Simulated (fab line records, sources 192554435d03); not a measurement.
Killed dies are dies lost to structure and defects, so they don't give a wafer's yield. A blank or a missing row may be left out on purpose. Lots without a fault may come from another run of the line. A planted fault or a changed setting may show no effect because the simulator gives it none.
Chamber matching | flow n5_finfet | N5_HKMG_FIN_STRIP_34 on rie_diel-03: 4 sister chambers
The step strips in CF4. 4 wafers are shown with their chamber, then 7 later ones without.

WAFERS WITH THEIR CHAMBER
wafer  | chamber | drypump_motor_current_A (A)
L076.5 | 1       | 6.5
L080.4 | 2       | 4.8
L081.1 | 3       | 6.5
L081.2 | 0       | 5.0

WAFERS WITHOUT THEIR CHAMBER
wafer  | drypump_motor_current_A (A)
L081.3 | 6.6
L083.2 | 5.0
L083.5 | 6.5
L083.6 | 4.8
L084.3 | 4.8
L084.5 | 5.0
L084.6 | 6.5

WHICH CHAMBER EACH WENT THROUGH
wafer  | from the rows above     | in truth
L081.3 | can't be placed: 1 or 3 | 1
L083.2 | 0                       | 0
L083.5 | can't be placed: 1 or 3 | 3
L083.6 | 2                       | 2
L084.3 | 2                       | 2
L084.5 | 0                       | 0
L084.6 | can't be placed: 1 or 3 | 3
Placed correctly: 4 of 7. Can't be placed from these rows: 3 (the true chamber is among the candidates in 3). Placed wrongly: 0.
How it was worked out, from the rows above alone: a wafer's distance from a chamber is the root of the sum, over the readings, of the square of ((its reading less the chamber's mean) divided by the reading's scatter). The wafer belongs to the nearest chamber; if the next one is less than 2 further off, it can't be placed. A chamber's mean is the mean of its shown wafers. The scatter: with one shown wafer a chamber, the root of the mean of the squares of how far each hidden wafer lies from its nearest shown one.
